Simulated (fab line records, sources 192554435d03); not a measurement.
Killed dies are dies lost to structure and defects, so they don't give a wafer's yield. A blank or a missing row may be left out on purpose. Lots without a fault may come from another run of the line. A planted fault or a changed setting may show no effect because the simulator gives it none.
Chamber matching | flow n5_finfet | N5_BEOL_M5_CURE_80 on uv_cure-01: 3 sister chambers
The step cures SiCOH lowk, time 120 s. 3 wafers are shown with their chamber, then 8 later ones without.

WAFERS WITH THEIR CHAMBER
wafer  | chamber | lamp_power_pct (%)
L076.4 | 2       | 52.38
L083.5 | 1       | 52.31
L096.1 | 0       | 52.22

WAFERS WITHOUT THEIR CHAMBER
wafer  | lamp_power_pct (%)
L096.2 | 52.33
L096.6 | 52.26
L097.1 | 52.32
L097.3 | 52.34
L097.5 | 52.36
L097.2 | 52.34
L097.4 | 52.31
L097.6 | 52.24

WHICH CHAMBER EACH WENT THROUGH
wafer  | from the rows above     | in truth
L096.2 | can't be placed: 1 or 2 | 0
L096.6 | can't be placed: 0 or 1 | 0
L097.1 | 1                       | 1
L097.3 | can't be placed: 1 or 2 | 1
L097.5 | can't be placed: 2 or 1 | 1
L097.2 | can't be placed: 1 or 2 | 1
L097.4 | 1                       | 1
L097.6 | 0                       | 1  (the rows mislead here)
Placed correctly: 2 of 8. Can't be placed from these rows: 5 (the true chamber is among the candidates in 4). Placed wrongly: 1.
How it was worked out, from the rows above alone: a wafer's distance from a chamber is the root of the sum, over the readings, of the square of ((its reading less the chamber's mean) divided by the reading's scatter). The wafer belongs to the nearest chamber; if the next one is less than 2 further off, it can't be placed. A chamber's mean is the mean of its shown wafers. The scatter: with one shown wafer a chamber, the root of the mean of the squares of how far each hidden wafer lies from its nearest shown one.
